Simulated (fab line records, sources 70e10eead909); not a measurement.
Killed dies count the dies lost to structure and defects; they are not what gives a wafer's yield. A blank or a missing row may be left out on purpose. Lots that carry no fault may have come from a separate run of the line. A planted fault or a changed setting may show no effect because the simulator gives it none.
Chamber matching	flow nand_harc	NHARC_A_BLC_CMP_25 on cmp-01 has 4 sister chambers
The step polishes, t overpolish 30 s, target thk 150 nm. 18 wafers are shown with their chamber, then 9 later ones without.

WAFERS PAIRED WITH THEIR CHAMBERS
wafer	chamber	motor_current_A (A)	time_to_endpoint_s (s)	overpolish_run_s (s)
L075.3	0	12.6	29.0	30.018
L075.4	3	10.5	30.0	30.005
L075.5	3	10.3	31.4	29.994
L080.1	0	12.4	29.5	30.004
L080.4	2	13.3	29.4	30.007
L080.5	1	12.8	28.1	29.994
L082.1	0	12.9	28.2	30.000
L082.4	2	12.2	28.4	30.001
L082.6	2	12.4	29.9	29.987
L086.3	0	12.5	31.6	29.993
L086.4	3	10.5	32.4	29.996
L086.6	3	10.6	32.3	30.003
L085.1	3	10.5	31.2	30.002
L085.3	0	12.5	29.9	29.995
L085.5	3	10.7	30.3	29.996
L088.2	1	13.0	28.7	29.995
L088.5	1	12.4	29.2	30.000
L088.6	0	11.9	29.2	30.008

SIGNATURES, as means of the wafers listed above
reading	chamber 0	chamber 1	chamber 2	chamber 3	scatter within a chamber
motor_current_A	12.467	12.733	12.633	10.517	0.327
time_to_endpoint_s	29.567	28.667	29.233	31.267	0.973
overpolish_run_s	30.00300	29.99633	29.99833	29.99933	0.00736
Rule: for each reading, subtract the chamber's mean from the wafer's reading, divide by that reading's scatter and square the result; add these up over the readings and take the root, which gives the wafer's distance from the chamber. If the next closest chamber is less than 2 further off than the closest, the wafer can't be placed; otherwise it belongs to the closest. The scatter is the square root of a quotient: the sum, over the shown wafers, of each reading's squared deviation from its chamber's mean, divided by wafers minus chambers.

WAFERS WHOSE CHAMBER IS MISSING
wafer	motor_current_A (A)	time_to_endpoint_s (s)	overpolish_run_s (s)
L092.4	12.8	25.3	29.982
L092.5	12.9	26.6	29.998
L092.6	12.7	25.6	29.992
L096.2	10.9	26.8	30.010
L096.5	12.9	26.8	30.007
L096.6	12.9	29.4	29.999
L097.1	13.0	30.7	30.002
L097.2	10.7	31.6	30.004
L097.5	10.2	33.4	29.983

WHICH CHAMBER EACH ONE RAN IN
wafer	from the rows above	in truth
L092.4	can't be placed: 1 or 2 or 0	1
L092.5	can't be placed: 1 or 2 or 0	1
L092.6	can't be placed: 1 or 2 or 0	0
L096.2	can't be placed: 3 or 0 or 2 or 1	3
L096.5	can't be placed: 1 or 2 or 0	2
L096.6	can't be placed: 2 or 1 or 0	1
L097.1	can't be placed: 2 or 0 or 1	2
L097.2	3	3
L097.5	3	3
Placed correctly: 2 of 9. These rows do not allow placing 7 (true chamber among the candidates in 7). 0 placed wrongly.
